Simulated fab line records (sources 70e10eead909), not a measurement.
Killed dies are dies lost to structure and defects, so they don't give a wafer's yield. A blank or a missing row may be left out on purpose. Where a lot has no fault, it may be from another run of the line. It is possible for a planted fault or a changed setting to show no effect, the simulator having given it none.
Problem report in the 8D (eight disciplines) form, filled by code :: flow nandHarc :: the parts of the form that need people (team, actions taken, sign-off) are left out

== 1. PROBLEM STATEMENT ==
Wafers without a fault read 1001 nm, standard deviation 8.6; thkNm at NHARC_A_ONON_D1_THK_MEAS_08 reads a mean of 1560 nm on 2 wafers belonging to 2 lots. Measured from the usual mean, that is +65 standard deviations.
The step: measures by ellipsometry.
Seen first at day 14 23:10 on filmMetro-02, wafer L101.1. The record holds 38 wafers of 14 lots with a number at this step. Rule for "out", or "out of limits": more than 4 standard deviations from the usual mean. Any other wafer with a number is counted as sound.

== 2. WHAT IT IS; WHAT IT IS NOT ==
question: which readings at this step
is: thkNm
is not: -

question: which lots
is: L101, L102
is not: L100, L106, L984, L986, L987, L989, L990, L992, L993, L994, L995, L996

question: which wafers of those lots
is: all that have a number
is not: -

question: read on which gauges
is: filmMetro-02
is not: filmMetro-01

question: when
is: from day 14 23:10
is not: up to then (33 sound wafers); but 3 sound wafers of L106 came after

== 3. WHAT RULES OUT EACH SUSPECT ==
Counting: any tool at a process step up to the reading is kept as a suspect provided that every lot that is out went through it and no sound lot did after the first of them.
- the gauge at NHARC_A_ONON_D1_THK_MEAS_08: kept. All the wafers that are out were read on filmMetro-02, and no step on other tools shows them out.
- pecvdOnon-02 at NHARC_A_ONON_D1_DEP_06 (target thk 1000 nm): kept. All lots that are out passed through it, beginning with L101 at day 14 22:39, and no sound lot followed; its final sound lot before that point was L100 at day 14 11:42.
What counting leaves: pecvdOnon-02 at NHARC_A_ONON_D1_DEP_06 and filmMetro-02 at NHARC_A_ONON_D1_THK_MEAS_08.

== 4. THE CAUSE (what the simulator had put in) ==
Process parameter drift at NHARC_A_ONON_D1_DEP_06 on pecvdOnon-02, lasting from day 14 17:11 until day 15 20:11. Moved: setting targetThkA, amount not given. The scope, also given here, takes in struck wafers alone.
After counting, 2 suspects remain, this tool included.

== 5. THE EFFECT CHAIN, in route order ==
Rows list readings where the struck wafers' mean (over those with a number) sits beyond 3 standard deviations from the usual. Scope: only readings with a usual standard deviation given in the record; hours: median across lots of the time from each lot's start at the first step in this table that gives one to its start at this step; sigmas: change in usual standard deviations.
hours: 0
step: NHARC_A_ONON_D1_THK_MEAS_08
reading: thkNm
usual: 1001 nm
on struck wafers: 1560
change: +560
sigmas: +65

== 6. WHAT WOULD HAVE CAUGHT IT SOONER ==
In this record the first reading out of limits at a measuring or inspecting step was taken at day 14 23:10, 6 hours after the fault began at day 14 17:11.
Of the lots that are out (2), L102 began NHARC_A_ONON_D1_DEP_06 on pecvdOnon-02 after day 14 23:10. Had the tool been put on hold then, it would have been spared.
